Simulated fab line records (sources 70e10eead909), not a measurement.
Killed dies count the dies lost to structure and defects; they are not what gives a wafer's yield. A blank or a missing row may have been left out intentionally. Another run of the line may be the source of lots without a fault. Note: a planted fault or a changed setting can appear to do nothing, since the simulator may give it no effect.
Which tool did it? || flow nand harc || 36 wafers from 12 lots sampled at 6 of the route's 1302 steps

## WHAT EACH GAUGE READ, for each wafer
NHARC_P_GATE_CD_MEAS_91: target cd 2000 nm. Usual: 1998.5 nm for cd nm, sd 1.7.
{"lot": "L632", "measured": "day 6 05:52", "on": "cd sem-03", "cd nm (nm)": "1999.3 2000.9 1999.3", "flag": ""}
{"lot": "L631", "measured": "day 6 06:44", "on": "cd sem-02", "cd nm (nm)": "1997.6 1999.3 1997.4", "flag": ""}
{"lot": "L633", "measured": "day 6 18:42", "on": "cd sem-01", "cd nm (nm)": "2025.4 2026.2 2026.0", "flag": "OFF"}
{"lot": "L634", "measured": "day 7 07:40", "on": "cd sem-01", "cd nm (nm)": "1998.9 2001.1 2000.4", "flag": ""}
{"lot": "L637", "measured": "day 8 17:53", "on": "cd sem-01", "cd nm (nm)": "1998.5 1999.3 1996.9", "flag": ""}
{"lot": "L643", "measured": "day 10 22:33", "on": "cd sem-02", "cd nm (nm)": "1999.2 1997.8 1997.4", "flag": ""}
{"lot": "L644", "measured": "day 11 15:43", "on": "cd sem-02", "cd nm (nm)": "2000.1 1999.0 1997.9", "flag": ""}
{"lot": "L646", "measured": "day 12 09:40", "on": "cd sem-01", "cd nm (nm)": "1998.1 1997.5 1998.0", "flag": ""}
{"lot": "L649", "measured": "day 13 17:56", "on": "cd sem-01", "cd nm (nm)": "1998.2 1998.1 1998.4", "flag": ""}
{"lot": "L650", "measured": "day 13 23:10", "on": "cd sem-01", "cd nm (nm)": "1995.1 1998.2 1996.3", "flag": ""}
{"lot": "L651", "measured": "day 14 11:15", "on": "cd sem-03", "cd nm (nm)": "2000.4 2000.1 2002.2", "flag": ""}
{"lot": "L653", "measured": "day 15 11:53", "on": "cd sem-01", "cd nm (nm)": "1996.9 1998.6 1996.8", "flag": ""}

NHARC_END_SORT_01. Usual: killed at array 55, standard deviation 15; killed at other 1.0, standard deviation 1.2; killed at periphery 3.4, standard deviation 2.2; killed dies 59, standard deviation 15; killed open 3.2, standard deviation 2; killed short 2.5, standard deviation 1.7.
{"lot": "L646", "measured": "day 31 01:29", "on": "prober-02", "killed at array": 51, "killed at other": 0, "killed at periphery": 7, "killed dies": 58, "killed open": 4, "killed short": 3, "flag": ""}

## WHICH TOOL RAN EACH LOT (tool, then ch and the chambers of the sampled wafers, then the start)
{"lot": "L632", "NHARC_P_GATE_STRIP_101": "rie diel-10 ch 0,1,2, day 6 01:42", "NHARC_P_GATE_STRIP_76": "plasma asher-01 ch 0,1, day 6 04:56", "NHARC_P_GATE_EXPOSE_88": "krf scanner-02 ch 0, day 6 05:43", "NHARC_P_GATE_STRIP_113": "plasma asher-02 ch 0,1, day 6 06:23"}
{"lot": "L631", "NHARC_P_GATE_STRIP_101": "rie diel-05 ch 2,3, day 6 02:25", "NHARC_P_GATE_STRIP_76": "plasma asher-01 ch 0,1, day 6 05:47", "NHARC_P_GATE_EXPOSE_88": "krf scanner-01 ch 0, day 6 06:34", "NHARC_P_GATE_STRIP_113": "plasma asher-01 ch 0,1, day 6 07:16"}
{"lot": "L633", "NHARC_P_GATE_STRIP_101": "rie diel-08 ch 0,1,3, day 6 14:25", "NHARC_P_GATE_STRIP_76": "plasma asher-02 ch 0,1, day 6 17:46", "NHARC_P_GATE_EXPOSE_88": "krf scanner-02 ch 0, day 6 18:32", "NHARC_P_GATE_STRIP_113": "plasma asher-01 ch 0,1, day 6 19:14"}
{"lot": "L634", "NHARC_P_GATE_STRIP_101": "rie diel-05 ch 1,2, day 7 03:22", "NHARC_P_GATE_STRIP_76": "plasma asher-02 ch 0,1, day 7 06:44", "NHARC_P_GATE_EXPOSE_88": "krf scanner-01 ch 0, day 7 07:30", "NHARC_P_GATE_STRIP_113": "plasma asher-01 ch 0,1, day 7 08:11"}
{"lot": "L637", "NHARC_P_GATE_STRIP_101": "rie diel-08 ch 1,2,3, day 8 13:31", "NHARC_P_GATE_STRIP_76": "plasma asher-02 ch 0,1, day 8 16:59", "NHARC_P_GATE_EXPOSE_88": "krf scanner-01 ch 0, day 8 17:44", "NHARC_P_GATE_STRIP_113": "plasma asher-01 ch 0,1, day 8 18:39"}
{"lot": "L643", "NHARC_P_GATE_STRIP_101": "rie diel-08 ch 1,2, day 10 18:10", "NHARC_P_GATE_STRIP_76": "plasma asher-01 ch 0,1, day 10 21:40", "NHARC_P_GATE_EXPOSE_88": "krf scanner-01 ch 0, day 10 22:24", "NHARC_P_GATE_STRIP_113": "plasma asher-02 ch 0,1, day 10 23:26"}
{"lot": "L644", "NHARC_P_GATE_STRIP_101": "rie diel-08 ch 0,1,3, day 11 11:13", "NHARC_P_GATE_STRIP_76": "plasma asher-01 ch 0,1, day 11 14:47", "NHARC_P_GATE_EXPOSE_88": "krf scanner-02 ch 0, day 11 15:33", "NHARC_P_GATE_STRIP_113": "plasma asher-01 ch 0,1, day 11 16:49"}
{"lot": "L646", "NHARC_P_GATE_STRIP_101": "rie diel-08 ch 1,2,3, day 12 05:23", "NHARC_P_GATE_STRIP_76": "plasma asher-01 ch 0,1, day 12 08:46", "NHARC_P_GATE_EXPOSE_88": "krf scanner-01 ch 0, day 12 09:31", "NHARC_P_GATE_STRIP_113": "plasma asher-02 ch 0,1, day 12 10:19"}
{"lot": "L649", "NHARC_P_GATE_STRIP_101": "rie diel-05 ch 0,1,2, day 13 13:43", "NHARC_P_GATE_STRIP_76": "plasma asher-02 ch 0,1, day 13 17:00", "NHARC_P_GATE_EXPOSE_88": "krf scanner-03 ch 0, day 13 17:46", "NHARC_P_GATE_STRIP_113": "plasma asher-01 ch 0,1, day 13 18:27"}
{"lot": "L650", "NHARC_P_GATE_STRIP_101": "rie diel-05 ch 0,1,2, day 13 18:46", "NHARC_P_GATE_STRIP_76": "plasma asher-01 ch 0,1, day 13 22:14", "NHARC_P_GATE_EXPOSE_88": "krf scanner-01 ch 0, day 13 22:59", "NHARC_P_GATE_STRIP_113": "plasma asher-01 ch 0,1, day 13 23:41"}
{"lot": "L651", "NHARC_P_GATE_STRIP_101": "rie diel-05 ch 0,1,2, day 14 06:52", "NHARC_P_GATE_STRIP_76": "plasma asher-01 ch 0,1, day 14 10:20", "NHARC_P_GATE_EXPOSE_88": "krf scanner-03 ch 0, day 14 11:06", "NHARC_P_GATE_STRIP_113": "plasma asher-02 ch 0,1, day 14 11:47"}
{"lot": "L653", "NHARC_P_GATE_STRIP_101": "rie diel-05 ch 0,1,3, day 15 07:20", "NHARC_P_GATE_STRIP_76": "plasma asher-02 ch 0,1, day 15 10:59", "NHARC_P_GATE_EXPOSE_88": "krf scanner-02 ch 0, day 15 11:44", "NHARC_P_GATE_STRIP_113": "plasma asher-02 ch 0,1, day 15 12:42"}
- NHARC_P_GATE_STRIP_101: strips in O2, time 20 s.
- NHARC_P_GATE_STRIP_76: strips in O2.
- NHARC_P_GATE_EXPOSE_88: exposes mask P HVN, target cd 2000 nm.
- NHARC_P_GATE_STRIP_113: strips in N2/H2, time 740 s.

## WHAT THE TOOLS THEMSELVES READ (means of the sampled wafers that have a number; where no wafer has one, the mark that the record gives instead)
NHARC_P_GATE_STRIP_101. Usual: drypump motor current A 5.6 A, standard deviation 0.47; oes product au 0.999 a.u., standard deviation 0.0076; rf vpp V 58.2 V, standard deviation 0.9; showerhead plenum p Torr 3.64 Torr, standard deviation 0.13; throttle valve pct 17.037 %, standard deviation 0.009.
{"lot": "L632", "tool": "rie diel-10", "drypump motor current A (A)": 5.8, "oes product au (a.u.)": 1.005, "rf vpp V (V)": 57.8, "showerhead plenum p Torr (Torr)": 3.53, "throttle valve pct (%)": 17.043, "flag": ""}
{"lot": "L631", "tool": "rie diel-05", "drypump motor current A (A)": 6.0, "oes product au (a.u.)": 0.991, "rf vpp V (V)": 58.7, "showerhead plenum p Torr (Torr)": 3.75, "throttle valve pct (%)": 17.035, "flag": ""}
{"lot": "L633", "tool": "rie diel-08", "drypump motor current A (A)": 5.5, "oes product au (a.u.)": 1.005, "rf vpp V (V)": 57.6, "showerhead plenum p Torr (Torr)": 3.53, "throttle valve pct (%)": 17.044, "flag": ""}
{"lot": "L634", "tool": "rie diel-05", "drypump motor current A (A)": 5.3, "oes product au (a.u.)": 1.005, "rf vpp V (V)": 57.4, "showerhead plenum p Torr (Torr)": 3.77, "throttle valve pct (%)": 17.025, "flag": ""}
{"lot": "L637", "tool": "rie diel-08", "drypump motor current A (A)": 5.7, "oes product au (a.u.)": 0.993, "rf vpp V (V)": 57.1, "showerhead plenum p Torr (Torr)": 3.62, "throttle valve pct (%)": 17.037, "flag": ""}
{"lot": "L643", "tool": "rie diel-08", "drypump motor current A (A)": 5.9, "oes product au (a.u.)": 0.996, "rf vpp V (V)": 58.2, "showerhead plenum p Torr (Torr)": 3.65, "throttle valve pct (%)": 17.034, "flag": ""}
{"lot": "L644", "tool": "rie diel-08", "drypump motor current A (A)": 5.5, "oes product au (a.u.)": 1.002, "rf vpp V (V)": 58.3, "showerhead plenum p Torr (Torr)": 3.53, "throttle valve pct (%)": 17.033, "flag": ""}
{"lot": "L646", "tool": "rie diel-08", "drypump motor current A (A)": 5.8, "oes product au (a.u.)": 0.997, "rf vpp V (V)": 57.9, "showerhead plenum p Torr (Torr)": 3.62, "throttle valve pct (%)": 17.040, "flag": ""}
{"lot": "L649", "tool": "rie diel-05", "drypump motor current A (A)": 5.6, "oes product au (a.u.)": 1.005, "rf vpp V (V)": 58.9, "showerhead plenum p Torr (Torr)": 3.70, "throttle valve pct (%)": 17.031, "flag": ""}
{"lot": "L650", "tool": "rie diel-05", "drypump motor current A (A)": 5.6, "oes product au (a.u.)": 1.001, "rf vpp V (V)": 59.2, "showerhead plenum p Torr (Torr)": 3.70, "throttle valve pct (%)": 17.042, "flag": ""}
{"lot": "L651", "tool": "rie diel-05", "drypump motor current A (A)": 5.6, "oes product au (a.u.)": 1.001, "rf vpp V (V)": 57.9, "showerhead plenum p Torr (Torr)": 3.70, "throttle valve pct (%)": 17.042, "flag": ""}
{"lot": "L653", "tool": "rie diel-05", "drypump motor current A (A)": 5.8, "oes product au (a.u.)": 0.997, "rf vpp V (V)": 58.2, "showerhead plenum p Torr (Torr)": 3.68, "throttle valve pct (%)": 17.034, "flag": ""}

NHARC_P_GATE_STRIP_76. Usual: drypump motor current A 5.2 A, standard deviation 0.38; heater power w 332 W, standard deviation 14; rf refl power W 23 W, standard deviation 11.
{"lot": "L632", "tool": "plasma asher-01", "drypump motor current A (A)": 5.0, "heater power w (W)": 316, "rf refl power W (W)": 24, "flag": ""}
{"lot": "L631", "tool": "plasma asher-01", "drypump motor current A (A)": 5.0, "heater power w (W)": 308, "rf refl power W (W)": 33, "flag": ""}
{"lot": "L633", "tool": "plasma asher-02", "drypump motor current A (A)": 5.6, "heater power w (W)": 342, "rf refl power W (W)": 15, "flag": ""}
{"lot": "L634", "tool": "plasma asher-02", "drypump motor current A (A)": 5.2, "heater power w (W)": 352, "rf refl power W (W)": 19, "flag": ""}
{"lot": "L637", "tool": "plasma asher-02", "drypump motor current A (A)": 5.6, "heater power w (W)": 339, "rf refl power W (W)": 15, "flag": ""}
{"lot": "L643", "tool": "plasma asher-01", "drypump motor current A (A)": 5.0, "heater power w (W)": 327, "rf refl power W (W)": 24, "flag": ""}
{"lot": "L644", "tool": "plasma asher-01", "drypump motor current A (A)": 5.0, "heater power w (W)": 324, "rf refl power W (W)": 25, "flag": ""}
{"lot": "L646", "tool": "plasma asher-01", "drypump motor current A (A)": 4.9, "heater power w (W)": 321, "rf refl power W (W)": 33, "flag": ""}
{"lot": "L649", "tool": "plasma asher-02", "drypump motor current A (A)": 5.6, "heater power w (W)": 342, "rf refl power W (W)": 16, "flag": ""}
{"lot": "L650", "tool": "plasma asher-01", "drypump motor current A (A)": 5.0, "heater power w (W)": 323, "rf refl power W (W)": 32, "flag": ""}
{"lot": "L651", "tool": "plasma asher-01", "drypump motor current A (A)": 5.0, "heater power w (W)": 321, "rf refl power W (W)": 32, "flag": ""}
{"lot": "L653", "tool": "plasma asher-02", "drypump motor current A (A)": 5.6, "heater power w (W)": 347, "rf refl power W (W)": 16, "flag": ""}

NHARC_P_GATE_STRIP_113. Usual: drypump motor current A 5.2 A, standard deviation 0.37; heater power w 88 W, standard deviation 4.1; rf refl power W 24 W, standard deviation 11.
{"lot": "L632", "tool": "plasma asher-02", "drypump motor current A (A)": 5.6, "heater power w (W)": 91, "rf refl power W (W)": 16, "flag": ""}
{"lot": "L631", "tool": "plasma asher-01", "drypump motor current A (A)": 5.0, "heater power w (W)": 83, "rf refl power W (W)": 33, "flag": ""}
{"lot": "L633", "tool": "plasma asher-01", "drypump motor current A (A)": 5.0, "heater power w (W)": 82, "rf refl power W (W)": 33, "flag": ""}
{"lot": "L634", "tool": "plasma asher-01", "drypump motor current A (A)": 5.0, "heater power w (W)": 84, "rf refl power W (W)": 25, "flag": ""}
{"lot": "L637", "tool": "plasma asher-01", "drypump motor current A (A)": 5.0, "heater power w (W)": 87, "rf refl power W (W)": 25, "flag": ""}
{"lot": "L643", "tool": "plasma asher-02", "drypump motor current A (A)": 5.6, "heater power w (W)": 90, "rf refl power W (W)": 15, "flag": ""}
{"lot": "L644", "tool": "plasma asher-01", "drypump motor current A (A)": 5.0, "heater power w (W)": 88, "rf refl power W (W)": 26, "flag": ""}
{"lot": "L646", "tool": "plasma asher-02", "drypump motor current A (A)": 5.6, "heater power w (W)": 93, "rf refl power W (W)": 15, "flag": ""}
{"lot": "L649", "tool": "plasma asher-01", "drypump motor current A (A)": 5.0, "heater power w (W)": 88, "rf refl power W (W)": 25, "flag": ""}
{"lot": "L650", "tool": "plasma asher-01", "drypump motor current A (A)": 5.0, "heater power w (W)": 85, "rf refl power W (W)": 32, "flag": ""}
{"lot": "L651", "tool": "plasma asher-02", "drypump motor current A (A)": 5.6, "heater power w (W)": 93, "rf refl power W (W)": 16, "flag": ""}
{"lot": "L653", "tool": "plasma asher-02", "drypump motor current A (A)": 5.6, "heater power w (W)": 92, "rf refl power W (W)": 15, "flag": ""}

## THE ANSWER, worked out from the rows above alone
Rule: take the mean of a lot's wafers that have a number; if it is more than 3 standard deviations from the usual mean, the lot is off. A lot without any number at a reading at which 4 lots or more have one is off too. Where the step has rows for the other lots, those lots are counted as sound. The gauges are gone through in route order, then the tools' own readings, and for those a lot's mean is taken as printed above. At the first step where some lot is off, the reading lying furthest off is the one used; lots without a number count as furthest.
Off, at NHARC_P_GATE_CD_MEAS_91 on cd nm: L633.
A tool fits if, at a process step before that reading, it ran every lot that is off, and no sound lot after the first of them. Those tools and the gauges at NHARC_P_GATE_CD_MEAS_91 are tried in the same way. None of those tried fits.

## WHAT WAS PUT IN BY THE SIMULATOR
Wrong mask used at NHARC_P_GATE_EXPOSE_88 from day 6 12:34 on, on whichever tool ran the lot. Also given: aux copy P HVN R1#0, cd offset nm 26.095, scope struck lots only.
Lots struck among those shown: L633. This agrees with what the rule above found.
